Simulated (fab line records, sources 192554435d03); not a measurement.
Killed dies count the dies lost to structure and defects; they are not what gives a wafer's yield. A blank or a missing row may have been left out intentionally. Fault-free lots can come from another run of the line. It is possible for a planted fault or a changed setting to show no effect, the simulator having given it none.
Matching of chambers :: flow n5_finfet :: 3 sister chambers for N5_BEOL_M8_PECVD_70 on pecvd-04
The step deposits SiO2 from TEOS/O2, target thk 20 nm, time 22.7 s. 6 wafers are shown with their chamber, then 7 later ones without.

WAFERS WITH THEIR CHAMBER
wafer: L082.6
chamber: 1
throttle_valve_pct (%): 23.0
showerhead_plenum_p_Torr (Torr): 8.82

wafer: L086.1
chamber: 2
throttle_valve_pct (%): 20.7
showerhead_plenum_p_Torr (Torr): 8.83

wafer: L086.2
chamber: 1
throttle_valve_pct (%): 23.2
showerhead_plenum_p_Torr (Torr): 8.82

wafer: L086.3
chamber: 0
throttle_valve_pct (%): 21.1
showerhead_plenum_p_Torr (Torr): 8.89

wafer: L088.1
chamber: 0
throttle_valve_pct (%): 21.0
showerhead_plenum_p_Torr (Torr): 8.88

wafer: L088.3
chamber: 2
throttle_valve_pct (%): 21.0
showerhead_plenum_p_Torr (Torr): 8.83

WAFERS WHOSE CHAMBER IS MISSING
wafer: L088.6
throttle_valve_pct (%): 22.9
showerhead_plenum_p_Torr (Torr): 8.86

wafer: L091.2
throttle_valve_pct (%): 22.8
showerhead_plenum_p_Torr (Torr): 8.82

wafer: L091.4
throttle_valve_pct (%): 20.8
showerhead_plenum_p_Torr (Torr): 8.81

wafer: L091.5
throttle_valve_pct (%): 23.1
showerhead_plenum_p_Torr (Torr): 8.85

wafer: L092.1
throttle_valve_pct (%): 21.1
showerhead_plenum_p_Torr (Torr): 8.88

wafer: L092.2
throttle_valve_pct (%): 21.2
showerhead_plenum_p_Torr (Torr): 8.81

wafer: L092.5
throttle_valve_pct (%): 21.4
showerhead_plenum_p_Torr (Torr): 8.88

THE CHAMBER EACH PASSED THROUGH
wafer: L088.6
from the rows above: 1
in truth: 1

wafer: L091.2
from the rows above: 1
in truth: 1

wafer: L091.4
from the rows above: 2
in truth: 2

wafer: L091.5
from the rows above: 1
in truth: 1

wafer: L092.1
from the rows above: 0
in truth: 0

wafer: L092.2
from the rows above: 2
in truth: 2

wafer: L092.5
from the rows above: 0
in truth: 0
7 of 7 placed correctly. Left unplaced by these rows: 0. 0 placed wrongly.
How it was worked out, from the rows above alone: a wafer's distance from a chamber is the root of the sum, over the readings, of the square of ((its reading less the chamber's mean) divided by the reading's scatter). The wafer belongs to the nearest chamber; if the next one is less than 2 further off, it can't be placed. The mean given for a chamber averages the wafers shown for that chamber. The scatter: the root of (the sum of the squares of (reading less its chamber's mean) over the shown wafers, divided by (wafers less chambers)).
